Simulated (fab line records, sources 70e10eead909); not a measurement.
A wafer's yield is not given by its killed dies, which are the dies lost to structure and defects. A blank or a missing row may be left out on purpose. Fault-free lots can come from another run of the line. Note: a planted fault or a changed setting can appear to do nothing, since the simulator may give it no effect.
What tool caused it? / flow nand_harc / Sampling: 14 lots, 42 wafers, 4 of 1159 route steps

## WHAT EACH GAUGE READ, for each wafer
NHARC_A_M0_THK_MEAS_24: measures by xrf.
lot=L237; measured=day 17 17:31; on=film_metro-01; thk_nm (nm)=112.8 114.0 110.8
lot=L236; measured=day 17 20:42; on=film_metro-01; thk_nm (nm)=115.4 113.5 112.6
lot=L238; measured=day 18 06:16; on=film_metro-02; thk_nm (nm)=114.2 114.7 114.0
lot=L235; measured=day 18 06:51; on=film_metro-02; thk_nm (nm)=114.2 114.7 114.8
lot=L239; measured=day 18 07:34; on=film_metro-01; thk_nm (nm)=115.7 114.1 113.1
lot=L240; measured=day 18 10:51; on=film_metro-01; thk_nm (nm)=114.9 114.6 115.0
lot=L242; measured=day 19 16:23; on=film_metro-02; thk_nm (nm)=111.1 112.8 114.0
lot=L241; measured=day 20 07:20; on=film_metro-01; thk_nm (nm)=117.1 113.7 114.9
lot=L249; measured=day 20 14:26; on=film_metro-02; thk_nm (nm)=113.6 114.0 114.3
lot=L246; measured=day 20 14:47; on=film_metro-02; thk_nm (nm)=113.3 112.9 111.8
lot=L252; measured=day 22 01:58; on=film_metro-01; thk_nm (nm)=115.1 113.4 115.3
lot=L256; measured=day 22 17:50; on=film_metro-01; thk_nm (nm)=113.4 116.3 115.0
lot=L255; measured=day 22 19:19; on=film_metro-01; thk_nm (nm)=114.1 113.9 113.9
lot=L257; measured=day 23 06:04; on=film_metro-01; thk_nm (nm)=114.8 115.7 114.0

NHARC_A_BONDPAD_THK_MEAS_30: measures by ellipsometry.
lot=L237; measured=day 17 23:14; on=film_metro-01; thk_nm (nm)=200.7 200.2 200.2
lot=L236; measured=day 18 02:17; on=film_metro-02; thk_nm (nm)=200.2 199.2 200.0
lot=L238; measured=day 18 12:11; on=film_metro-01; thk_nm (nm)=198.2 200.2 200.2
lot=L235; measured=day 18 12:48; on=film_metro-02; thk_nm (nm)=199.2 199.9 199.6
lot=L239; measured=day 18 13:47; on=film_metro-01; thk_nm (nm)=197.8 200.0 200.3
lot=L240; measured=day 18 16:46; on=film_metro-01; thk_nm (nm)=201.1 199.7 201.5
lot=L242; measured=day 19 22:05; on=film_metro-02; thk_nm (nm)=199.7 197.3 200.2
lot=L241; measured=day 20 13:05; on=film_metro-02; thk_nm (nm)=198.7 199.5 202.4
lot=L252; measured=day 22 07:38; on=film_metro-01; thk_nm (nm)=199.8 199.1 197.4
lot=L256; measured=day 23 00:05; on=film_metro-01; thk_nm (nm)=200.4 199.0 200.4
lot=L255; measured=day 23 01:46; on=film_metro-01; thk_nm (nm)=201.1 198.0 199.1
lot=L257; measured=day 23 11:45; on=film_metro-02; thk_nm (nm)=202.1 200.0 201.2

## EACH LOT AND THE TOOL THAT RAN IT (in order: tool; ch and the chambers of the sampled wafers; start)
lot=L237; NHARC_A_M0_PRE_CLEAN_29=pvd_sputter-01, day 17 17:31 or earlier; NHARC_A_M1_PVD_20=pvd_sputter-02, day 17 20:25
lot=L236; NHARC_A_M0_PRE_CLEAN_29=pvd_sputter-03, day 17 20:42 or earlier; NHARC_A_M1_PVD_20=pvd_sputter-03, day 17 23:31
lot=L238; NHARC_A_M0_PRE_CLEAN_29=pvd_sputter-03, day 18 06:16 or earlier; NHARC_A_M1_PVD_20=pvd_sputter-02, day 18 09:14
lot=L235; NHARC_A_M0_PRE_CLEAN_29=pvd_sputter-01, day 18 06:51 or earlier; NHARC_A_M1_PVD_20=pvd_sputter-02, day 18 09:58
lot=L239; NHARC_A_M0_PRE_CLEAN_29=pvd_sputter-01, day 18 07:34 or earlier; NHARC_A_M1_PVD_20=pvd_sputter-01, day 18 10:53
lot=L240; NHARC_A_M0_PRE_CLEAN_29=pvd_sputter-03, day 18 10:51 or earlier; NHARC_A_M1_PVD_20=pvd_sputter-02, day 18 13:50
lot=L242; NHARC_A_M0_PRE_CLEAN_29=pvd_sputter-03, day 19 16:23 or earlier; NHARC_A_M1_PVD_20=pvd_sputter-01, day 19 19:16
lot=L241; NHARC_A_M0_PRE_CLEAN_29=pvd_sputter-02, day 20 07:20 or earlier; NHARC_A_M1_PVD_20=pvd_sputter-01, day 20 10:13
lot=L249; NHARC_A_M0_PRE_CLEAN_29=pvd_sputter-03, day 20 14:26 or earlier; NHARC_A_M1_PVD_20=pvd_sputter-02, day 20 17:19
lot=L246; NHARC_A_M0_PRE_CLEAN_29=pvd_sputter-02, day 20 14:47 or earlier; NHARC_A_M1_PVD_20=pvd_sputter-01, day 20 17:45
lot=L252; NHARC_A_M0_PRE_CLEAN_29=pvd_sputter-03, day 22 01:58 or earlier; NHARC_A_M1_PVD_20=pvd_sputter-03, day 22 04:50
lot=L256; NHARC_A_M0_PRE_CLEAN_29=pvd_sputter-03, day 22 17:50 or earlier; NHARC_A_M1_PVD_20=pvd_sputter-02, day 22 20:51
lot=L255; NHARC_A_M0_PRE_CLEAN_29=pvd_sputter-02, day 22 19:19 or earlier; NHARC_A_M1_PVD_20=pvd_sputter-03, day 22 22:53
lot=L257; NHARC_A_M0_PRE_CLEAN_29=pvd_sputter-02, day 23 06:04 or earlier; NHARC_A_M1_PVD_20=pvd_sputter-02, day 23 08:58
- NHARC_A_M0_PRE_CLEAN_29: time 30 s.
- NHARC_A_M1_PVD_20: deposits TaN, target thk 5 nm, time 8.06 s.

## AS READ BY THE TOOLS THEMSELVES (means over the sampled wafers that have a number; for cases with no such wafer, the mark the record gives instead)
NHARC_A_M0_PRE_CLEAN_29.
lot=L237; tool=pvd_sputter-01; heater_power_w (W)=415
lot=L236; tool=pvd_sputter-03; heater_power_w (W)=460
lot=L238; tool=pvd_sputter-03; heater_power_w (W)=452
lot=L235; tool=pvd_sputter-01; heater_power_w (W)=438
lot=L239; tool=pvd_sputter-01; heater_power_w (W)=421
lot=L240; tool=pvd_sputter-03; heater_power_w (W)=458
lot=L242; tool=pvd_sputter-03; heater_power_w (W)=457
lot=L241; tool=pvd_sputter-02; heater_power_w (W)=444
lot=L249; tool=pvd_sputter-03; heater_power_w (W)=447
lot=L246; tool=pvd_sputter-02; heater_power_w (W)=423
lot=L252; tool=pvd_sputter-03; heater_power_w (W)=460
lot=L256; tool=pvd_sputter-03; heater_power_w (W)=449
lot=L255; tool=pvd_sputter-02; heater_power_w (W)=381
lot=L257; tool=pvd_sputter-02; heater_power_w (W)=449

NHARC_A_M1_PVD_20.
lot=L237; tool=pvd_sputter-02; bias_v (V)=168.8; cathode_dc_power_W (W)=15002; throttle_valve_pct (%)=30.0
lot=L236; tool=pvd_sputter-03; bias_v (V)=168.8; cathode_dc_power_W (W)=14999; throttle_valve_pct (%)=29.5
lot=L238; tool=pvd_sputter-02; bias_v (V)=168.3; cathode_dc_power_W (W)=14999; throttle_valve_pct (%)=29.8
lot=L235; tool=pvd_sputter-02; bias_v (V)=168.5; cathode_dc_power_W (W)=15001; throttle_valve_pct (%)=29.2
lot=L239; tool=pvd_sputter-01; bias_v (V)=168.7; cathode_dc_power_W (W)=15003; throttle_valve_pct (%)=28.7
lot=L240; tool=pvd_sputter-02; bias_v (V)=168.9; cathode_dc_power_W (W)=15000; throttle_valve_pct (%)=30.7
lot=L242; tool=pvd_sputter-01; bias_v (V)=167.9; cathode_dc_power_W (W)=15000; throttle_valve_pct (%)=29.1
lot=L241; tool=pvd_sputter-01; bias_v (V)=168.5; cathode_dc_power_W (W)=15002; throttle_valve_pct (%)=29.2
lot=L249; tool=pvd_sputter-02; bias_v (V)=-; cathode_dc_power_W (W)=-; throttle_valve_pct (%)=-
lot=L246; tool=pvd_sputter-01; bias_v (V)=-; cathode_dc_power_W (W)=-; throttle_valve_pct (%)=-
lot=L252; tool=pvd_sputter-03; bias_v (V)=166.5; cathode_dc_power_W (W)=14999; throttle_valve_pct (%)=29.8
lot=L256; tool=pvd_sputter-02; bias_v (V)=169.2; cathode_dc_power_W (W)=15001; throttle_valve_pct (%)=29.2
lot=L255; tool=pvd_sputter-03; bias_v (V)=167.6; cathode_dc_power_W (W)=15000; throttle_valve_pct (%)=29.5
lot=L257; tool=pvd_sputter-02; bias_v (V)=168.3; cathode_dc_power_W (W)=15003; throttle_valve_pct (%)=29.9

## THE ANSWER, worked out from the rows above alone
Rule: the lots themselves supply what counts as usual. Put in order of their means at a reading, lots are off if they are a third of the lots or fewer, leave a main group of 4 or more, and stand apart from it by a gap of 3 or more times the standard deviation of the main group's means; of several such gaps the widest counts. A main group is skipped when, at the precision printed for the reading in the tables above, its means are all equal. Also off: a lot with no number at a reading for which 4 or more lots have one. All remaining lots with rows at the step are treated as sound. After the gauges, taken in route order, come the tools' own readings; for these a lot's mean is taken, as printed above. The first step at which some lot is off is used, and at that step the reading that is off furthest; a lot without a number counts as furthest.
Off, at NHARC_A_M1_PVD_20 on bias_v: L249, L246. Without a number there: L249, L246. The main group: mean 168.3 V, standard deviation 0.69.
If a tool, at that step or one of the process steps before it, ran each lot that is off and ran no sound lot following the first of them, it fits. With no start given for some of its lots, NHARC_A_M0_PRE_CLEAN_29 uses the hours and lot order of NHARC_A_M0_THK_MEAS_24. None of those tried fits.

## WHAT WAS PUT IN BY THE SIMULATOR
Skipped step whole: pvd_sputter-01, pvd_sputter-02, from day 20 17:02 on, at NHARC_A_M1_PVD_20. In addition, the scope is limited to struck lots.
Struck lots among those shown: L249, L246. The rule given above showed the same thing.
